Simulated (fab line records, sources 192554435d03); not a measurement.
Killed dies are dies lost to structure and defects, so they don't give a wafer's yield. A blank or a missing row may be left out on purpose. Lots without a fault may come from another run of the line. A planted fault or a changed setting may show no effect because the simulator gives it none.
A struck lot beside a sound one | flow n5_finfet | 40 steps out of a route of 1938
Sound: wafers L730.1, L730.4, L730.5. Struck: wafer L724.1. (L724.6 of the same lot was not struck and is left out.) The cause comes at the end.
At each step with rows: each side's tool, then ch and its chambers, then its first start. Under that, the readings that differ: sound wafers | struck wafers | difference of the means | sigmas: that difference in standard deviations of wafers without a fault.
alike: readings whose means differ by less than 2 such deviations, and words and numbers that are the same on both sides. not compared: withheld readings, readings that some wafer has no value for, bounds like >300 that may hide the same value, and numbers for which the record gives no deviation and whose values overlap.
The two part at a step that has a row with sigmas, a row that says differs or no value, or rows on one side only. Numbers that don't overlap but have no deviation are shown without sigmas and don't part them. A reading that every wafer of one side lacks parts them only if that side has two wafers or more.

first, 12 steps without rows for these wafers: N5_HKMG_FIN_STRIP_93 (strips SOC in N2/H2, time 20 s); N5_HKMG_FIN_WET_ETCH_76 (etches Al2O3 in dNH4OH, stops on La2O3, target depth 2.25 nm, rinse time 30 s); N5_HKMG_FIN_STRIP_60 (strips in N2/H2, time 360 s); N5_HKMG_FIN_WET_ETCH_77 (etches La2O3 in dHCl, stops on HfO2, target depth 2 nm); N5_HKMG_FIN_WET_ETCH_78 (etches Al2O3 in dNH4OH, stops on La2O3, target depth 4.5 nm, rinse time 30 s); N5_HKMG_FIN_ALD_79 (deposits TiN, target thk 1.5 nm, pulse time 1 s, purge time 3 s); N5_HKMG_FIN_CVD_62 (deposits a-Si from Si2H6, target thk 3 nm, time 20.8 s); N5_HKMG_FIN_RTA_80 (time 2 s); N5_HKMG_FIN_PRECLEAN_64 (cleans in dHF, time 30 s); N5_HKMG_FIN_WET_ETCH_65 (etches a-Si in TMAH, stops on TiN, time 49 s, target depth 3 nm); N5_HKMG_FIN_WET_ETCH_81 (etches TiN in SC1, stops on HfO2, time 57 s, target depth 6 nm); N5_HKMG_FIN_WET_ETCH_82 (etches La2O3 in dHCl, stops on HfO2, target depth 2 nm, rinse time 30 s).
N5_HKMG_FIN_ALD_36: deposits TiN, target thk 1 nm, pulse time 1 s, purge time 3 s.
  sound on ald_metal-04 ch 0,2, day 8 12:19; struck on ald_metal-02 ch 1, day 7 10:01
  reading                                  | sound    | struck | difference | sigmas
  ald_cycles                               | 47 47 47 | 30     | -17        |
  model.TiN_of_HKMG_FIN_ALD_36.thk_nm (nm) | 1 1 1    | 0.6    | -0.4       |
  alike: heater_power_outer_w, heater_power_w, precursor_pulse_height_rel
then, 25 steps without rows for these wafers: N5_HKMG_FIN_PWFM_ALD_03 (deposits TiN, target thk 2 nm, pulse time 1 s, purge time 3 s); N5_HKMG_FIN_COAT_29 (time 60 s, resist thk 300 nm); N5_HKMG_FIN_COAT_30 (time 60 s, resist thk 35 nm); N5_HKMG_FIN_COAT_06 (resist thk 90 nm); N5_HKMG_FIN_EBR_08; N5_HKMG_FIN_SOFTBAKE_07 (time 60 s); N5_HKMG_FIN_EXPOSE_09 (exposes mask NWFM); N5_HKMG_FIN_PEB_10 (peb time 60 s); N5_HKMG_FIN_DEVELOP_11 (develop time 30 s); N5_HKMG_FIN_DESCUM_17 (chemistry O2, time 7.9 s); N5_HKMG_FIN_ETCH_31 (etches SiARC in CF4, target depth 45.5 nm, time 75.8 s); N5_HKMG_FIN_ETCH_32 (etches SOC in N2/H2, target depth 240 nm, time 300 s); N5_HKMG_FIN_STRIP_33 (strips in N2/H2); N5_HKMG_FIN_STRIP_34 (strips in CF4); N5_HKMG_FIN_ETCH_35 (etches SOC in N2/H2, target depth 215.8 nm, time 243.4 s); N5_HKMG_FIN_STRIP_92 (strips SOC in N2/H2, time 20 s); N5_HKMG_FIN_WET_ETCH_18 (etches TiN in SC1, time 55 s, target depth 5.2 nm, rinse time 30 s); N5_HKMG_FIN_STRIP_19 (strips in N2/H2, time 360 s); N5_HKMG_FIN_ALD_91 (deposits TiN, target thk 1 nm, pulse time 1 s, purge time 3 s); N5_HKMG_FIN_COAT_85 (time 60 s, resist thk 300 nm); N5_HKMG_FIN_ETCH_86 (etches SOC in N2/H2, stops on TiN, target depth 393.2 nm); N5_HKMG_FIN_STRIP_89 (strips SOC in N2/H2, time 20 s); N5_HKMG_FIN_WET_ETCH_87 (etches TiN in SC1, time 154.2 s, target depth 4.7 nm, rinse time 30 s); N5_HKMG_FIN_STRIP_88 (strips in N2/H2, time 360 s); N5_HKMG_FIN_NWFM_ALD_20 (deposits TiAlC, target thk 2 nm, pulse time 3 s, purge time 2 s).
-- the record jumps here: 4 days lie between the struck wafers' starts before and after (it left off in module HKMG_FIN and takes up again in module BEOL_M4, whose first step shown is number 1111 of the route) --
N5_BEOL_M4_RC_MEAS_101:
  sound on prober-01 ch 0, day 12 10:19; struck on prober-01 ch 0, day 11 16:47
  reading             | sound                      | struck | difference | sigmas
  IOFF_P (nA/um)      | 0.192 0.237 0.195          | 0.111  | -0.097     | -4
  IOFF_P_85C (nA/um)  | 3.3 4.0 3.3                | 2.1    | -1.4       | -4
  IOFF_P_LIN (nA/um)  | 0.091 0.106 0.092          | 0.055  | -0.041     | -4
  IOFF_P_LONG (nA/um) | 0.000106 0.000106 0.000109 | 7e-05  | -4e-05     | -4
  ION_P (uA/um)       | 453 459 458                | 428    | -29        | -5
  VT_P (mV)           | -251 -250 -250             | -268   | -18        | -5
  VT_P_LONG (mV)      | -273.1 -272.5 -272.3       | -289.5 | -16.9      | -6
  VT_P_LVT (mV)       | -101.5 -99.5 -100.8        | -115.7 | -15.1      | -6
  alike: DIBL_N, DIBL_P, IOFF_N, ION_N, SS_N, SS_P, VT_N
-- the record jumps here: 4 days lie between the struck wafers' starts before and after (it left off in module BEOL_M4 and takes up again in module PASSIVATION, whose first step shown is number 1936 of the route) --
N5_PASSIVATION_PROBE_49:
  sound on prober-01, day 16 19:47; struck on prober-01, day 16 01:38
  reading              | sound          | struck | difference | sigmas
  killed_at_contacts   | 6 16 4         | 22     | +13        | +3
  killed_at_front_end  | 66 43 47       | 27     | -25        | -2
  killed_short         | 46 51 43       | 26     | -21        | -3
  sort_bin_8_speed (%) | 0 0 0          | 10.93  | +10.93     | +99 or more
  sort_n_pass          | 1047 1055 1059 | 942    | -112       | -6
  sort_yield_pct (%)   | 88.7 89.4 89.7 | 79.8   | -9.5       | -6
  alike: defect_limited_yield, killed_at_M0_to_M3, killed_at_M4_up, killed_at_other, killed_dies, killed_open, sort_bin_5_function, sort_bin_6_memory

WHERE THEY PART
First at N5_BEOL_M4_RC_MEAS_101; last, within this record, at N5_PASSIVATION_PROBE_49.

WHY: what the simulator had put in
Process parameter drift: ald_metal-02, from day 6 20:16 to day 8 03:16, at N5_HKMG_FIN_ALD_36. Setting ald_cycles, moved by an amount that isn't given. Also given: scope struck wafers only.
